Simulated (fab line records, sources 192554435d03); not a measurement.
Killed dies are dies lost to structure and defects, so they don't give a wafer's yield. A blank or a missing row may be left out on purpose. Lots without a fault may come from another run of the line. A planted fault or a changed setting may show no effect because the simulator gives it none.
Chamber matching | flow n5_finfet | N5_BEOL_M2_ALD_98 on ald_sin-01: 4 sister chambers
The step deposits SiO2, target thk 2.5 nm, pulse time 1 s, co reactant pulse time 1 s. 4 wafers are shown with their chamber, then 7 later ones without.

WAFERS WITH THEIR CHAMBER
wafer  | chamber | heater_power_w (W)
L078.4 | 0       | 77
L083.2 | 1       | 90
L085.1 | 3       | 69
L085.3 | 2       | 82

WAFERS WITHOUT THEIR CHAMBER
wafer  | heater_power_w (W)
L085.5 | 77
L090.1 | 74
L090.3 | 68
L090.4 | 81
L096.1 | 68
L096.4 | 76
L096.5 | 79

WHICH CHAMBER EACH WENT THROUGH
wafer  | from the rows above     | in truth
L085.5 | 0                       | 0
L090.1 | can't be placed: 0 or 3 | 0
L090.3 | 3                       | 3
L090.4 | can't be placed: 2 or 0 | 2
L096.1 | 3                       | 3
L096.4 | 0                       | 0
L096.5 | can't be placed: 0 or 2 | 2
Placed correctly: 4 of 7. Can't be placed from these rows: 3 (the true chamber is among the candidates in 3). Placed wrongly: 0.
How it was worked out, from the rows above alone: a wafer's distance from a chamber is the root of the sum, over the readings, of the square of ((its reading less the chamber's mean) divided by the reading's scatter). The wafer belongs to the nearest chamber; if the next one is less than 2 further off, it can't be placed. A chamber's mean is the mean of its shown wafers. The scatter: with one shown wafer a chamber, the root of the mean of the squares of how far each hidden wafer lies from its nearest shown one.
